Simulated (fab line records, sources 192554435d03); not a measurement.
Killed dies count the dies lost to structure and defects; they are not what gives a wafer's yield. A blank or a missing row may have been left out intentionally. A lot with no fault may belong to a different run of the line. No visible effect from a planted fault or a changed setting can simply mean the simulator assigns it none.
Matching of chambers | flow n5-finfet | pecvd-04 running N5_GATE_CUT_HM_DEP_46: 3 sister chambers
The step deposits SiO2 from TEOS/O2, target thk 130 nm, time 26.6 s. 14 wafers are shown with their chamber, then 7 later ones without.

== EACH WAFER AND ITS CHAMBER ==
wafer  | chamber | throttle-valve-pct (%) | heater-power-w (W) | showerhead-plenum-p-Torr (Torr)
L076.1 | 0       | 19.9                   | 421                | 8.37
L076.3 | 1       | 19.8                   | 622                | 8.35
L076.5 | 1       | 19.8                   | 610                | 8.33
L077.1 | 0       | 19.3                   | 432                | 8.34
L077.2 | 1       | 19.9                   | 618                | 8.32
L077.5 | 0       | 19.7                   | 439                | 8.38
L082.2 | 2       | 16.7                   | 472                | 8.35
L082.3 | 1       | 19.8                   | 558                | 8.33
L082.6 | 1       | 19.7                   | 553                | 8.32
L092.1 | 1       | 19.7                   | 586                | 8.33
L092.2 | 0       | 19.6                   | 444                | 8.35
L092.3 | 0       | 19.9                   | 439                | 8.37
L095.1 | 1       | 19.5                   | 638                | 8.32
L095.4 | 1       | 19.7                   | 641                | 8.33

SIGNATURES (means of the wafers above)
reading                  | chamber 0 | chamber 1 | chamber 2 | scatter within a chamber
throttle-valve-pct       | 19.680    | 19.738    | 16.700    | 0.178
heater-power-w           | 435.00    | 603.25    | 472.00    | 27.7
showerhead-plenum-p-Torr | 8.3620    | 8.3287    | 8.3500    | 0.0127
Rule: a wafer's distance from a chamber is the root of the sum, over the readings, of the square of ((its reading less the chamber's mean) divided by the reading's scatter). The wafer belongs to the nearest chamber; if the next one is less than 2 further off, it can't be placed. The scatter: take each reading less its chamber's mean, square it, sum over the shown wafers, divide by the number of wafers less the number of chambers, and take the root.

== WAFERS WITH NO CHAMBER GIVEN ==
wafer  | throttle-valve-pct (%) | heater-power-w (W) | showerhead-plenum-p-Torr (Torr)
L095.5 | 19.9                   | 639                | 8.33
L097.2 | 20.0                   | 608                | 8.35
L097.3 | 19.6                   | 438                | 8.37
L097.6 | 19.7                   | 606                | 8.33
L096.3 | 17.3                   | 420                | 8.36
L096.4 | 17.2                   | 434                | 8.35
L096.6 | 19.7                   | 491                | 8.36

== CHAMBER TAKEN BY EACH ==
wafer  | from the rows above | in truth
L095.5 | 1                   | 1
L097.2 | 1                   | 1
L097.3 | 0                   | 0
L097.6 | 1                   | 1
L096.3 | 2                   | 2
L096.4 | 2                   | 2
L096.6 | 0                   | 0
Placed correctly: 7 of 7. Not placeable from these rows: 0. Placed wrongly: 0.
